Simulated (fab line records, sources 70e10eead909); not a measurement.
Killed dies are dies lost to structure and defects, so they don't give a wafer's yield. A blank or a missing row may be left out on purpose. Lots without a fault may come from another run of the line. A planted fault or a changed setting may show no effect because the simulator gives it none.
A struck lot beside a sound one | flow nand_harc | 17 steps out of a route of 1302
Sound: wafers L490.2, L490.5, L490.6. Struck: wafers L491.2, L491.3, L491.4. The cause comes at the end.
At each step with rows: each side's tool, then ch and its chambers, then its first start. Under that, the readings that differ: sound wafers | struck wafers | difference of the means | sigmas: that difference in standard deviations of wafers without a fault.
alike: readings whose means differ by less than 2 such deviations, and words and numbers that are the same on both sides. not compared: withheld readings, readings that some wafer has no value for, bounds like >300 that may hide the same value, and numbers for which the record gives no deviation and whose values overlap.
The two part at a step that has a row with sigmas, a row that says differs or no value, or rows on one side only. Numbers that don't overlap but have no deviation are shown without sigmas and don't part them. A reading that every wafer of one side lacks parts them only if that side has two wafers or more.

NHARC_P_ZERO_WELL_CD_MEAS_24: target cd 720 nm.
  sound on cd_sem-01 ch 0, day 4 20:42; struck on cd_sem-02 ch 0, day 5 06:50
  alike: cd_nm
then, 1 step without rows for these wafers: NHARC_P_ZERO_WELL_HARDBAKE_25 (time 80 s).
NHARC_P_ZERO_WELL_DESCUM_26: chemistry O2, time 3 s.
  sound on rie_diel-13 ch 1,2,3, day 4 20:53; struck on rie_diel-13 ch 1,2,3, day 5 06:59
  alike: drypump_motor_current_A, o2_flow_sccm, oes_product_au, rf_vpp_V, showerhead_plenum_p_Torr, throttle_valve_pct
  not compared: rf_hours_counter_h
then, 9 steps without rows for these wafers: NHARC_P_ZERO_WELL_IMPLANT_27; NHARC_P_ZERO_WELL_IMPLANT_57; NHARC_P_ZERO_WELL_IMPLANT_58; NHARC_P_ZERO_WELL_STRIP_28 (strips in SPM, time 840 s); NHARC_P_ZERO_WELL_DEHYDRATE_29 (time 120 s); NHARC_P_ZERO_WELL_HMDS_30 (time 30 s); NHARC_P_ZERO_WELL_COAT_31; NHARC_P_ZERO_WELL_SOFTBAKE_32 (time 95 s); NHARC_P_ZERO_WELL_EBR_33.
NHARC_P_ZERO_WELL_EXPOSE_34: exposes mask P PWELL, target cd 720 nm.
  sound on krf_scanner-02 ch 0, day 5 02:01; struck on krf_scanner-01 ch 0, day 5 08:23
  reading | sound                         | struck                                 | difference | sigmas
  mask    | P_PWELL#0 P_PWELL#0 P_PWELL#0 | P_PWELL_R1#0 P_PWELL_R1#0 P_PWELL_R1#0 | differs    |
then, 2 steps without rows for these wafers: NHARC_P_ZERO_WELL_PEB_35 (peb time 85 s); NHARC_P_ZERO_WELL_DEVELOP_36 (time 70 s).
NHARC_P_ZERO_WELL_CD_MEAS_37: target cd 720 nm.
  sound on cd_sem-03 ch 0, day 5 02:10; struck on cd_sem-02 ch 0, day 5 08:32
  reading    | sound             | struck            | difference | sigmas
  cd_nm (nm) | 719.9 720.0 720.0 | 741.6 737.8 740.6 | +20.0      | +13
then, 1 step without rows for these wafers: NHARC_P_ZERO_WELL_HARDBAKE_38 (time 80 s).

WHERE THEY PART
First at NHARC_P_ZERO_WELL_EXPOSE_34; last, within this record, at NHARC_P_ZERO_WELL_CD_MEAS_37.

WHY: what the simulator had put in
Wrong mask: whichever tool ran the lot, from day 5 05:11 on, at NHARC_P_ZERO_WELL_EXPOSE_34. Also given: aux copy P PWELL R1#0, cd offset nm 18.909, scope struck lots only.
